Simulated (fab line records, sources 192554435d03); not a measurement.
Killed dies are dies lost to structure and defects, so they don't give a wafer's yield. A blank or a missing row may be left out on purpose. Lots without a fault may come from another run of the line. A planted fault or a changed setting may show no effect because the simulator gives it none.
Which tool did it? | flow n5_finfet | 19 lots, 57 wafers sampled, at 6 steps of a route of 1938

WHAT THE GAUGES READ, wafer by wafer
The record holds no reading of a measuring or inspecting step that can be judged against a usual standard deviation.

WHICH TOOL RAN EACH LOT (tool, then ch and the chambers of the sampled wafers, then the start)
lot  | N5_FIN_SAQP_SPACER2_ETCHBACK_29   | N5_FIN_CUT_CUT_ETCH_27            | N5_STI_FIN_REVEAL_STRIP_24        | N5_DUMMY_GATE_DESCUM_20           | N5_DUMMY_GATE_ETCH_44           | N5_SD_EPI_P_ETCH_37
L075 | rie_diel-05 ch 2,3, day 2 09:02   | rie_diel-01 ch 1,2,3, day 2 10:48 | rie_diel-04 ch 2,3, day 2 17:00   | rie_diel-01 ch 0,1,3, day 3 05:26 | rie_si-01 ch 0,1,2, day 3 06:11 | rie_diel-06 ch 0,2,3, day 3 12:25
L076 | rie_diel-04 ch 1,2, day 2 13:39   | rie_diel-01 ch 2,3, day 2 16:02   | rie_diel-02 ch 0,1, day 3 00:18   | rie_diel-01 ch 1,2, day 3 14:07   | rie_si-06 ch 1,3, day 3 14:54   | rie_diel-06 ch 1,2, day 3 22:48
L078 | rie_diel-05 ch 0,2,3, day 3 02:47 | rie_diel-01 ch 2,3, day 3 04:36   | rie_diel-02 ch 0,1,3, day 3 11:03 | rie_diel-03 ch 1,2, day 3 22:49   | rie_si-04 ch 1,2, day 3 23:37   | rie_diel-03 ch 0,1,2, day 4 05:37
L079 | rie_diel-05 ch 1,2, day 3 08:29   | rie_diel-06 ch 0,3, day 3 10:18   | rie_diel-04 ch 1,2, day 3 16:27   | rie_diel-06 ch 2,3, day 4 04:07   | rie_si-04 ch 0,2,3, day 4 05:02 | rie_diel-01 ch 0,2,3, day 4 11:25
L080 | rie_diel-05 ch 0,1,3, day 3 13:30 | rie_diel-03 ch 0,1,2, day 3 15:20 | rie_diel-02 ch 0,1,3, day 3 21:28 | rie_diel-03 ch 0,2,3, day 4 09:10 | rie_si-01 ch 1,2,3, day 4 09:55 | rie_diel-01 ch 0,1,3, day 4 17:50
L083 | rie_diel-02 ch 0,2,3, day 4 08:36 | rie_diel-01 ch 0,2, day 4 10:25   | rie_diel-02 ch 0,1,3, day 4 17:35 | rie_diel-03 ch 1,2,3, day 5 09:16 | rie_si-06 ch 0,2,3, day 5 10:02 | rie_diel-03 ch 0,1,3, day 5 16:17
L084 | rie_diel-04 ch 0,2, day 4 15:02   | rie_diel-01 ch 0,1,3, day 4 16:54 | rie_diel-04 ch 0,1,2, day 5 00:03 | rie_diel-03 ch 1,2, day 5 12:27   | rie_si-04 ch 0,1,3, day 5 13:12 | rie_diel-03 ch 0,2, day 5 19:41
L086 | rie_diel-02 ch 1,2,3, day 5 06:20 | rie_diel-06 ch 0,1,2, day 5 08:05 | rie_diel-02 ch 1,3, day 5 14:13   | rie_diel-01 ch 0,1,3, day 6 04:43 | rie_si-04 ch 1,3, day 6 05:28   | rie_diel-03 ch 1,2, day 6 12:53
L087 | rie_diel-05 ch 0,1,2, day 5 09:47 | rie_diel-01 ch 0,1,2, day 5 11:29 | rie_diel-05 ch 0,1,2, day 5 17:37 | rie_diel-06 ch 0,2,3, day 6 08:40 | rie_si-01 ch 0,1,3, day 6 09:26 | rie_diel-06 ch 0,1,3, day 6 16:26
L088 | rie_diel-05 ch 0,1,2, day 5 14:07 | rie_diel-01 ch 0,1,3, day 5 15:48 | rie_diel-05 ch 0,1,2, day 5 22:07 | rie_diel-01 ch 0,1,3, day 6 11:34 | rie_si-06 ch 0,1,3, day 6 12:20 | rie_diel-03 ch 0,1,2, day 6 19:00
L089 | rie_diel-04 ch 0,2,3, day 5 19:17 | rie_diel-03 ch 0,2,3, day 5 21:05 | rie_diel-05 ch 0,1,2, day 6 04:08 | rie_diel-03 ch 1,2,3, day 6 16:24 | rie_si-04 ch 0,1,3, day 6 17:24 | rie_diel-06 ch 0,1,3, day 7 00:25
L090 | rie_diel-02 ch 1,3, day 6 01:01   | rie_diel-01 ch 1,3, day 6 02:50   | rie_diel-02 ch 0,2, day 6 09:11   | rie_diel-03 ch 0,3, day 6 20:52   | rie_si-04 ch 0,3, day 6 21:42   | rie_diel-01 ch 0,1, day 7 05:31
L091 | rie_diel-05 ch 0,1,2, day 6 07:28 | rie_diel-01 ch 0,1,3, day 6 09:09 | rie_diel-04 ch 0,1,2, day 6 15:20 | rie_diel-01 ch 0,3, day 7 03:01   | rie_si-01 ch 0,2, day 7 03:49   | rie_diel-03 ch 0,2, day 7 10:06
L092 | rie_diel-04 ch 1,2, day 6 14:10   | rie_diel-03 ch 1,2, day 6 15:59   | rie_diel-04 ch 0,1,2, day 6 22:12 | rie_diel-06 ch 0,1,2, day 7 16:47 | rie_si-01 ch 0,3, day 7 17:32   | rie_diel-01 ch 0,2, day 7 23:51
L093 | rie_diel-04 ch 0,1, day 6 20:04   | rie_diel-06 ch 2,3, day 6 22:19   | rie_diel-04 ch 1,2, day 7 04:55   | rie_diel-03 ch 0,2, day 7 16:53   | rie_si-04 ch 1,3, day 7 17:40   | rie_diel-06 ch 0,1, day 7 23:52
L094 | rie_diel-02 ch 0,2,3, day 7 03:37 | rie_diel-06 ch 0,1,3, day 7 05:18 | rie_diel-02 ch 0,2,3, day 7 11:26 | rie_diel-06 ch 0,1,2, day 8 00:41 | rie_si-01 ch 0,1,2, day 8 01:26 | rie_diel-06 ch 0,1,3, day 8 07:34
L095 | rie_diel-04 ch 0,1,2, day 7 08:44 | rie_diel-01 ch 1,2, day 7 11:08   | rie_diel-05 ch 1,2,3, day 7 17:34 | rie_diel-06 ch 1,2,3, day 8 11:06 | rie_si-06 ch 1,2, day 8 11:52   | rie_diel-03 ch 0,3, day 8 19:28
L096 | rie_diel-05 ch 0,2,3, day 7 13:07 | rie_diel-06 ch 0,2,3, day 7 14:56 | rie_diel-04 ch 1,2, day 7 21:32   | rie_diel-01 ch 0,2,3, day 8 14:29 | rie_si-01 ch 0,2, day 8 15:15   | rie_diel-06 ch 0,2,3, day 8 21:52
L097 | rie_diel-04 ch 0,2,3, day 7 18:55 | rie_diel-01 ch 0,3, day 7 20:37   | rie_diel-05 ch 1,3, day 8 03:03   | rie_diel-01 ch 0,2,3, day 8 15:07 | rie_si-01 ch 0,1,2, day 8 15:56 | rie_diel-01 ch 0,2, day 8 23:51
- N5_FIN_SAQP_SPACER2_ETCHBACK_29: etches SiO2 in CHF3/O2, target depth 12.2 nm, time 6.1 s.
- N5_FIN_CUT_CUT_ETCH_27: etches SiO2 in CHF3/O2, target depth 4 nm, overetch 2 nm, time 4.9 s.
- N5_STI_FIN_REVEAL_STRIP_24: strips in N2/H2, time 90 s.
- N5_DUMMY_GATE_DESCUM_20: chemistry O2, time 6.2 s.
- N5_DUMMY_GATE_ETCH_44: etches poly-Si in HBr/O2, stops on SiO2, target depth 127.5 nm.
- N5_SD_EPI_P_ETCH_37: etches SOC in N2/H2, overetch 108 nm, time 486 s.

WHAT THE TOOLS THEMSELVES READ (means of the sampled wafers that have a number; where no wafer has one, the mark that the record gives instead)
N5_FIN_SAQP_SPACER2_ETCHBACK_29. Usual: drypump_motor_current_A 5.7 A, standard deviation 0.41; oes_product_au 0.74 a.u., standard deviation 0.078; rf_vpp_V 514 V, standard deviation 15; showerhead_plenum_p_Torr 2.41 Torr, standard deviation 0.093; throttle_valve_pct 18.87 %, standard deviation 0.21.
lot  | tool        | drypump_motor_current_A (A) | oes_product_au (a.u.) | rf_vpp_V (V) | showerhead_plenum_p_Torr (Torr) | throttle_valve_pct (%) | flag
L075 | rie_diel-05 | 5.5                         | 0.73                  | 517          | 2.34                            | 19.18                  |
L076 | rie_diel-04 | 5.3                         | 0.73                  | 512          | 2.43                            | 18.90                  |
L078 | rie_diel-05 | 5.4                         | 0.73                  | 508          | 2.37                            | 18.99                  |
L079 | rie_diel-05 | 5.7                         | 0.78                  | 524          | 2.32                            | 18.74                  |
L080 | rie_diel-05 | 5.6                         | 0.73                  | 507          | 2.47                            | 19.07                  |
L083 | rie_diel-02 | 6.1                         | 0.71                  | 501          | 2.38                            | 18.81                  |
L084 | rie_diel-04 | 5.5                         | 0.86                  | 523          | 2.50                            | 18.87                  |
L086 | rie_diel-02 | 6.0                         | 0.69                  | 514          | 2.42                            | 18.85                  |
L087 | rie_diel-05 | 5.6                         | 0.74                  | 512          | 2.40                            | 18.84                  |
L088 | rie_diel-05 | 5.5                         | 0.74                  | 512          | 2.40                            | 18.83                  |
L089 | rie_diel-04 | 5.7                         | 0.75                  | 524          | 2.44                            | 18.90                  |
L090 | rie_diel-02 | 6.3                         | 0.68                  | 518          | 2.43                            | 18.74                  |
L091 | rie_diel-05 | 5.6                         | 0.74                  | 514          | 2.40                            | 18.85                  |
L092 | rie_diel-04 | 5.4                         | 0.70                  | 514          | 2.45                            | 18.81                  |
L093 | rie_diel-04 | 5.6                         | 0.83                  | 524          | 2.53                            | 18.75                  |
L094 | rie_diel-02 | 6.1                         | 0.69                  | 501          | 2.37                            | 18.86                  |
L095 | rie_diel-04 | 5.5                         | 0.76                  | 518          | 2.47                            | 18.87                  |
L096 | rie_diel-05 | 5.4                         | 0.90                  | 508          | 2.36                            | 18.76                  |
L097 | rie_diel-04 | 5.7                         | 0.84                  | 523          | 2.43                            | 18.82                  |

N5_FIN_CUT_CUT_ETCH_27. Usual: drypump_motor_current_A 5.7 A, standard deviation 0.4; oes_product_au 0.59 a.u., standard deviation 0.034; rf_vpp_V 520 V, standard deviation 13; showerhead_plenum_p_Torr 2.42 Torr, standard deviation 0.083; throttle_valve_pct 19.02 %, standard deviation 0.26.
lot  | tool        | drypump_motor_current_A (A) | oes_product_au (a.u.) | rf_vpp_V (V) | showerhead_plenum_p_Torr (Torr) | throttle_valve_pct (%) | flag
L075 | rie_diel-01 | 5.4                         | 0.61                  | 523          | 2.48                            | 19.07                  |
L076 | rie_diel-01 | 5.4                         | 0.62                  | 529          | 2.49                            | 18.95                  |
L078 | rie_diel-01 | 5.4                         | 0.62                  | 524          | 2.46                            | 19.02                  |
L079 | rie_diel-06 | 6.3                         | 0.62                  | 501          | 2.30                            | 18.50                  |
L080 | rie_diel-03 | 6.2                         | 0.59                  | 539          | 2.44                            | 19.08                  |
L083 | rie_diel-01 | 5.4                         | 0.59                  | 525          | 2.47                            | 18.96                  |
L084 | rie_diel-01 | 5.5                         | 0.58                  | 515          | 2.44                            | 19.14                  |
L086 | rie_diel-06 | 6.2                         | 0.64                  | 520          | 2.42                            | 18.89                  |
L087 | rie_diel-01 | 5.5                         | 0.57                  | 520          | 2.47                            | 19.09                  |
L088 | rie_diel-01 | 5.5                         | 0.58                  | 516          | 2.44                            | 19.16                  |
L089 | rie_diel-03 | 5.9                         | 0.60                  | 538          | 2.45                            | 18.90                  |
L090 | rie_diel-01 | 5.5                         | 0.57                  | 518          | 2.46                            | 19.23                  |
L091 | rie_diel-01 | 5.5                         | 0.58                  | 516          | 2.43                            | 19.16                  |
L092 | rie_diel-03 | 6.6                         | 0.56                  | 533          | 2.37                            | 19.12                  |
L093 | rie_diel-06 | 5.8                         | 0.59                  | 509          | 2.29                            | 18.86                  |
L094 | rie_diel-06 | 6.3                         | 0.64                  | 509          | 2.37                            | 18.64                  |
L095 | rie_diel-01 | 5.5                         | 0.56                  | 523          | 2.49                            | 19.19                  |
L096 | rie_diel-06 | 6.0                         | 0.59                  | 509          | 2.31                            | 18.86                  |
L097 | rie_diel-01 | 5.4                         | 0.59                  | 515          | 2.41                            | 19.13                  |

N5_STI_FIN_REVEAL_STRIP_24. Usual: drypump_motor_current_A 5.7 A, standard deviation 0.41; h2_flow_sccm 300.0 sccm, standard deviation 0.9; oes_product_au 0.75 a.u., standard deviation 0.089; rf_vpp_V 45.2 V, standard deviation 0.92; showerhead_plenum_p_Torr 3.39 Torr, standard deviation 0.13; throttle_valve_pct 12.27 %, standard deviation 0.25.
lot  | tool        | drypump_motor_current_A (A) | h2_flow_sccm (sccm) | oes_product_au (a.u.) | rf_vpp_V (V) | showerhead_plenum_p_Torr (Torr) | throttle_valve_pct (%) | flag
L075 | rie_diel-04 | 5.8                         | 300.5               | 0.69                  | 45.5         | 3.34                            | 12.28                  |
L076 | rie_diel-02 | 6.1                         | 300.2               | 0.71                  | 44.4         | 3.33                            | 12.20                  |
L078 | rie_diel-02 | 6.2                         | 299.5               | 0.70                  | 44.3         | 3.37                            | 12.23                  |
L079 | rie_diel-04 | 5.4                         | 300.5               | 0.71                  | 46.6         | 3.42                            | 12.45                  |
L080 | rie_diel-02 | 6.2                         | 299.6               | 0.70                  | 45.5         | 3.37                            | 12.23                  |
L083 | rie_diel-02 | 6.2                         | 299.2               | 0.69                  | 44.8         | 3.37                            | 12.25                  |
L084 | rie_diel-04 | 5.5                         | 300.0               | 0.78                  | 45.3         | 3.50                            | 12.28                  |
L086 | rie_diel-02 | 6.1                         | 300.0               | 0.69                  | 44.7         | 3.44                            | 12.38                  |
L087 | rie_diel-05 | 5.6                         | 299.3               | 0.75                  | 44.5         | 3.37                            | 12.21                  |
L088 | rie_diel-05 | 5.6                         | 300.2               | 0.75                  | 45.1         | 3.37                            | 12.21                  |
L089 | rie_diel-05 | 5.6                         | 301.3               | 0.75                  | 45.2         | 3.37                            | 12.22                  |
L090 | rie_diel-02 | 6.0                         | 299.7               | 0.70                  | 45.2         | 3.28                            | 12.27                  |
L091 | rie_diel-04 | 5.4                         | 299.0               | 0.77                  | 45.7         | 3.49                            | 12.31                  |
L092 | rie_diel-04 | 5.4                         | 300.4               | 0.76                  | 45.9         | 3.49                            | 12.33                  |
L093 | rie_diel-04 | 5.4                         | 299.6               | 0.69                  | 45.1         | 3.45                            | 12.34                  |
L094 | rie_diel-02 | 6.1                         | 299.5               | 0.69                  | 46.0         | 3.31                            | 12.33                  |
L095 | rie_diel-05 | 5.7                         | 300.3               | 0.81                  | 45.6         | 3.31                            | 12.24                  |
L096 | rie_diel-04 | 5.4                         | 300.3               | 0.68                  | 45.3         | 3.40                            | 12.54                  |
L097 | rie_diel-05 | 5.8                         | 299.9               | 0.86                  | 45.2         | 3.38                            | 12.28                  |

N5_DUMMY_GATE_DESCUM_20. Usual: drypump_motor_current_A 5.9 A, standard deviation 0.44; oes_product_au 0.76 a.u., standard deviation 0.053; rf_vpp_V 243.0 V, standard deviation 1.6; showerhead_plenum_p_Torr 2.08 Torr, standard deviation 0.082; throttle_valve_pct 20.5 %, standard deviation 0.36.
lot  | tool        | drypump_motor_current_A (A) | oes_product_au (a.u.) | rf_vpp_V (V) | showerhead_plenum_p_Torr (Torr) | throttle_valve_pct (%) | flag
L075 | rie_diel-01 | 5.5                         | 0.75                  | 243.9        | 2.11                            | 20.7                   |
L076 | rie_diel-01 | 5.5                         | 0.73                  | 243.5        | 2.16                            | 20.6                   |
L078 | rie_diel-03 | 6.6                         | 0.71                  | 242.4        | 2.05                            | 20.6                   |
L079 | rie_diel-06 | 5.7                         | 0.78                  | 242.5        | 1.97                            | 20.3                   |
L080 | rie_diel-03 | 5.9                         | 0.78                  | 244.7        | 2.11                            | 20.3                   |
L083 | rie_diel-03 | 6.3                         | 0.73                  | 243.0        | 2.05                            | 20.3                   |
L084 | rie_diel-03 | 6.4                         | 0.70                  | 243.1        | 2.10                            | 20.5                   |
L086 | rie_diel-01 | 5.5                         | 0.74                  | 243.1        | 2.10                            | 20.7                   |
L087 | rie_diel-06 | 6.0                         | 0.75                  | 240.8        | 2.00                            | 20.4                   |
L088 | rie_diel-01 | 5.5                         | 0.73                  | 242.9        | 2.10                            | 20.7                   |
L089 | rie_diel-03 | 6.2                         | 0.73                  | 242.2        | 2.04                            | 20.3                   |
L090 | rie_diel-03 | 5.8                         | 0.80                  | 243.2        | 2.06                            | 20.2                   |
L091 | rie_diel-01 | 5.4                         | 0.76                  | 243.8        | 2.09                            | 20.7                   |
L092 | rie_diel-06 | 6.2                         | 0.78                  | 242.9        | 2.08                            | 20.4                   |
L093 | rie_diel-03 | 5.9                         | 0.75                  | 243.8        | 2.17                            | 20.7                   |
L094 | rie_diel-06 | 6.2                         | 0.79                  | 242.8        | 2.08                            | 20.5                   |
L095 | rie_diel-06 | 6.0                         | 0.80                  | 242.0        | 2.06                            | 20.3                   |
L096 | rie_diel-01 | 5.4                         | 0.73                  | 243.4        | 2.12                            | 20.7                   |
L097 | rie_diel-01 | 5.4                         | 0.73                  | 243.7        | 2.12                            | 20.7                   |

N5_DUMMY_GATE_ETCH_44. Usual: drypump_motor_current_A 5.7 A, standard deviation 0.46; oes_product_au 0.722 a.u., standard deviation 0.012; throttle_valve_pct 18.49 %, standard deviation 0.22.
lot  | tool      | drypump_motor_current_A (A) | oes_product_au (a.u.) | throttle_valve_pct (%) | flag
L075 | rie_si-01 | 5.3                         | 0.724                 | 18.27                  |
L076 | rie_si-06 | 6.3                         | 0.729                 | 18.83                  |
L078 | rie_si-04 | 6.2                         | 0.721                 | 18.55                  |
L079 | rie_si-04 | 5.9                         | 0.731                 | 18.66                  |
L080 | rie_si-01 | 5.6                         | 0.717                 | 18.26                  |
L083 | rie_si-06 | 5.8                         | 0.722                 | 18.51                  |
L084 | rie_si-04 | 5.5                         | 0.714                 | 18.62                  |
L086 | rie_si-04 | 5.5                         | 0.702                 | 18.60                  |
L087 | rie_si-01 | 5.3                         | 0.724                 | 18.33                  |
L088 | rie_si-06 | 6.2                         | 0.726                 | 18.61                  |
L089 | rie_si-04 | 5.6                         | 0.718                 | 18.62                  |
L090 | rie_si-04 | 5.6                         | 0.720                 | 18.68                  |
L091 | rie_si-01 | 5.5                         | 0.718                 | 18.34                  |
L092 | rie_si-01 | 5.5                         | 0.734                 | 18.47                  |
L093 | rie_si-04 | 5.6                         | 0.716                 | 18.58                  |
L094 | rie_si-01 | 5.3                         | 0.724                 | 18.27                  |
L095 | rie_si-06 | 5.6                         | 0.734                 | 18.69                  |
L096 | rie_si-01 | 5.3                         | 0.716                 | 18.41                  |
L097 | rie_si-01 | 5.3                         | 0.708                 | 18.27                  |

N5_SD_EPI_P_ETCH_37. Usual: drypump_motor_current_A 6.0 A, standard deviation 0.45; h2_flow_sccm 200.0 sccm, standard deviation 0.55; oes_product_au 0.68 a.u., standard deviation 0.05; rf_vpp_V 240.6 V, standard deviation 1.6; showerhead_plenum_p_Torr 2.53 Torr, standard deviation 0.11; throttle_valve_pct 23.9 %, standard deviation 0.34.
lot  | tool        | drypump_motor_current_A (A) | h2_flow_sccm (sccm) | oes_product_au (a.u.) | rf_vpp_V (V) | showerhead_plenum_p_Torr (Torr) | throttle_valve_pct (%) | flag
L075 | rie_diel-06 | 6.0                         | 199.5               | 0.69                  | 238.9        | 2.43                            | 23.7                   |
L076 | rie_diel-06 | 6.2                         | 199.8               | 0.79                  | 242.4        | 2.64                            | 23.9                   |
L078 | rie_diel-03 | 6.3                         | 200.0               | 0.67                  | 240.1        | 2.57                            | 23.9                   |
L079 | rie_diel-01 | 5.5                         | 200.2               | 0.68                  | 241.1        | 2.59                            | 24.2                   |
L080 | rie_diel-01 | 5.5                         | 200.0               | 0.66                  | 240.9        | 2.57                            | 24.2                   |
L083 | rie_diel-03 | 6.1                         | 200.2               | 0.68                  | 240.2        | 2.51                            | 23.9                   |
L084 | rie_diel-03 | 6.1                         | 200.5               | 0.65                  | 241.6        | 2.64                            | 23.8                   |
L086 | rie_diel-03 | 6.6                         | 200.1               | 0.63                  | 239.7        | 2.48                            | 23.8                   |
L087 | rie_diel-06 | 6.3                         | 199.3               | 0.73                  | 239.9        | 2.50                            | 23.7                   |
L088 | rie_diel-03 | 6.3                         | 200.3               | 0.65                  | 240.2        | 2.56                            | 24.0                   |
L089 | rie_diel-06 | 6.3                         | 199.6               | 0.72                  | 240.2        | 2.50                            | 23.7                   |
L090 | rie_diel-01 | 5.5                         | 200.1               | 0.63                  | 241.4        | 2.55                            | 24.0                   |
L091 | rie_diel-03 | 6.1                         | 200.0               | 0.65                  | 242.1        | 2.64                            | 23.8                   |
L092 | rie_diel-01 | 5.4                         | 200.1               | 0.65                  | 241.0        | 2.60                            | 24.0                   |
L093 | rie_diel-06 | 6.5                         | 199.8               | 0.71                  | 240.7        | 2.52                            | 23.6                   |
L094 | rie_diel-06 | 6.3                         | 200.1               | 0.72                  | 239.9        | 2.50                            | 23.7                   |
L095 | rie_diel-03 | 5.8                         | 199.7               | 0.69                  | 241.9        | 2.58                            | 24.1                   |
L096 | rie_diel-06 | 6.0                         | 199.8               | 0.66                  | 238.7        | 2.42                            | 23.8                   |
L097 | rie_diel-01 | 5.5                         | 200.4               | 0.64                  | 241.0        | 2.56                            | 24.1                   |

THE ANSWER, worked out from the rows above alone
Rule: a lot is off if the mean of its wafers that have a number lies more than 3 standard deviations from the usual mean. A lot without any number at a reading at which 4 lots or more have one is off too. The other lots that the step has rows for count as sound. The gauges are gone through in route order, then the tools' own readings, and for those a lot's mean is taken as printed above. The first step at which some lot is off is used, and at that step the reading that is off furthest; a lot without a number counts as furthest.
No lot is off at any reading shown: from this, nothing can be told.

WHAT THE SIMULATOR HAD PUT IN
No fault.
